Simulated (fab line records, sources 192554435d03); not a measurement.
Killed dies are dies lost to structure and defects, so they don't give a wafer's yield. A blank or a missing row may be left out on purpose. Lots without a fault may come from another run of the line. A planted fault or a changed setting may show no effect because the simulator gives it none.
Chamber matching | flow n5_finfet | N5_DUMMY_REMOVAL_HM_STRIP_01 on rie_diel-06: 4 sister chambers
The step strips SiNx in CH3F/O2, stops on poly-Si, target depth 4 nm, time 6.8 s. 8 wafers are shown with their chamber, then 10 later ones without.

WAFERS WITH THEIR CHAMBER
wafer  | chamber | showerhead_plenum_p_Torr (Torr) | drypump_motor_current_A (A)
L078.2 | 1       | 1.85                            | 5.5
L085.1 | 0       | 2.07                            | 5.9
L086.3 | 3       | 2.09                            | 5.7
L086.5 | 1       | 1.84                            | 5.5
L087.5 | 3       | 2.09                            | 5.7
L087.6 | 2       | 2.03                            | 6.1
L088.1 | 0       | 2.07                            | 5.9
L088.2 | 2       | 2.02                            | 6.0

WAFERS WITHOUT THEIR CHAMBER
wafer  | showerhead_plenum_p_Torr (Torr) | drypump_motor_current_A (A)
L088.5 | 2.09                            | 5.7
L092.2 | 1.84                            | 5.5
L092.5 | 2.09                            | 5.7
L092.6 | 2.02                            | 6.0
L093.1 | 2.09                            | 5.7
L093.4 | 2.07                            | 5.9
L093.5 | 2.07                            | 5.9
L094.1 | 2.09                            | 5.7
L094.5 | 2.07                            | 5.9
L094.6 | 2.09                            | 5.7

WHICH CHAMBER EACH WENT THROUGH
wafer  | from the rows above | in truth
L088.5 | 3                   | 3
L092.2 | 1                   | 1
L092.5 | 3                   | 3
L092.6 | 2                   | 2
L093.1 | 3                   | 3
L093.4 | 0                   | 0
L093.5 | 0                   | 0
L094.1 | 3                   | 3
L094.5 | 0                   | 0
L094.6 | 3                   | 3
Placed correctly: 10 of 10. Can't be placed from these rows: 0. Placed wrongly: 0.
How it was worked out, from the rows above alone: a wafer's distance from a chamber is the root of the sum, over the readings, of the square of ((its reading less the chamber's mean) divided by the reading's scatter). The wafer belongs to the nearest chamber; if the next one is less than 2 further off, it can't be placed. A chamber's mean is the mean of its shown wafers. The scatter: the root of (the sum of the squares of (reading less its chamber's mean) over the shown wafers, divided by (wafers less chambers)).
